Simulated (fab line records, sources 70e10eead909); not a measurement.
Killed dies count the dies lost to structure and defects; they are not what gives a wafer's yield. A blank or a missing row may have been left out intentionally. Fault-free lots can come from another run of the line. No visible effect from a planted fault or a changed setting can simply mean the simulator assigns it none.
A struck lot beside a sound one | flow nand_harc | 14 out of 1302 route steps
Sound: wafers L616.1, L616.2, L616.3. Wafers struck: L621.3, L621.4, L621.6. At the end, the cause is stated.
Per side, at each step with rows, come the tool, then ch with its chambers, and then its first start. Under that, the readings that differ: sound wafers | struck wafers | difference of the means | sigmas: that difference in standard deviations of wafers without a fault.
alike: readings with means less than 2 such deviations apart, plus words and numbers identical on both sides. not compared: withheld readings, readings lacking a value on some wafer, bounds such as >300 that could conceal the same value, and numbers that have no deviation in the record and whose values overlap.
A row with sigmas, a row that says differs or no value, or rows on one side alone: a step with any of these is where the two part. Numbers that don't overlap but have no deviation are shown without sigmas and don't part them. Lack of a reading on every wafer of one side parts them only where that side has two or more wafers.

NHARC_P_M2_OVL_MEAS_10: pitch 340 nm.
  sound: overlay-02 at day 10 14:12; struck: overlay-02 at day 12 12:42
  alike: overlay_x_nm, overlay_y_nm
NHARC_P_M2_INSPECT_11:
  sound: defect_inspect-01 at day 10 14:14; struck: defect_inspect-01 at day 12 12:44
  alike: raw_defect_count
then, 2 steps without rows for these wafers: NHARC_P_M2_DESCUM_14 (chemistry O2, time 3 s); NHARC_P_M2_ETCH_35 (etches the open film in N2/H2, target depth 40 nm, overetch 12 nm, time 43.94 s).
NHARC_P_M2_ETCH_15: etches the open film in C4F8/Ar, target depth 182.5 nm, time 91.2 s.
  sound on rie_diel-06 ch 1,2,3; struck on rie_diel-06 ch 1,2
  alike: oes_product_au, rf_vpp_V
  not compared: rf_hours_counter_h
NHARC_P_M2_CD_MEAS_16:
  sound: cd_sem-02 at day 10 14:36; struck: cd_sem-01 at day 12 13:06
  alike: cd_nm
NHARC_P_M2_STRIP_18: strips in N2/H2.
  sound on rie_diel-03 ch 1,2,3, day 10 14:41; struck on rie_diel-05 ch 0,1,3, day 12 13:13
  alike: drypump_motor_current_A, oes_product_au, rf_vpp_V, showerhead_plenum_p_Torr, throttle_valve_pct
  not compared: rf_hours_counter_h
NHARC_P_M2_ETCH_28: etches the open film in CF4/N2, target depth 30 nm, time 72.99 s.
  sound on rie_diel-03 ch 0,1,2; struck on rie_diel-05 ch 0,1,3
  alike: drypump_motor_current_A, oes_product_au, rf_vpp_V, showerhead_plenum_p_Torr, throttle_valve_pct
  not compared: rf_hours_counter_h
then, 2 steps without rows for these wafers: NHARC_P_M2_STRIP_19 (strips in post etch residue remover, time 600 s); NHARC_P_M2_DEGAS_29 (time 60 s).
NHARC_P_M2_PRE_CLEAN_30: time 30 s.
  sound on pvd_sputter-03; struck on pvd_sputter-02
  alike: heater_power_w
NHARC_P_M2_PVD_20: deposits TaN, target thk 5 nm, time 8.06 s.
  sound on pvd_sputter-03; struck on pvd_sputter-02
  alike: bias_v, cathode_dc_power_W, throttle_valve_pct
NHARC_P_M2_PVD_21: deposits Cu, target thk 30 nm, time 20.49 s.
  sound: pvd_sputter-03 at day 10 15:33; struck: pvd_sputter-02 at day 12 14:08
  no value came back on the struck wafers for cathode_dc_power_W (W), chamber_pressure_pa (Pa), throttle_valve_pct (%); on the sound wafers cathode_dc_power_W (W) reads 5000.8 5001.2 5000.9
then, 1 step without rows for these wafers: NHARC_P_M2_ECD_22 (material Cu, target thk 400 nm).

== WHERE THEY PART ==
Only at NHARC_P_M2_PVD_21, within this record.

WHY: the cause the simulator had injected
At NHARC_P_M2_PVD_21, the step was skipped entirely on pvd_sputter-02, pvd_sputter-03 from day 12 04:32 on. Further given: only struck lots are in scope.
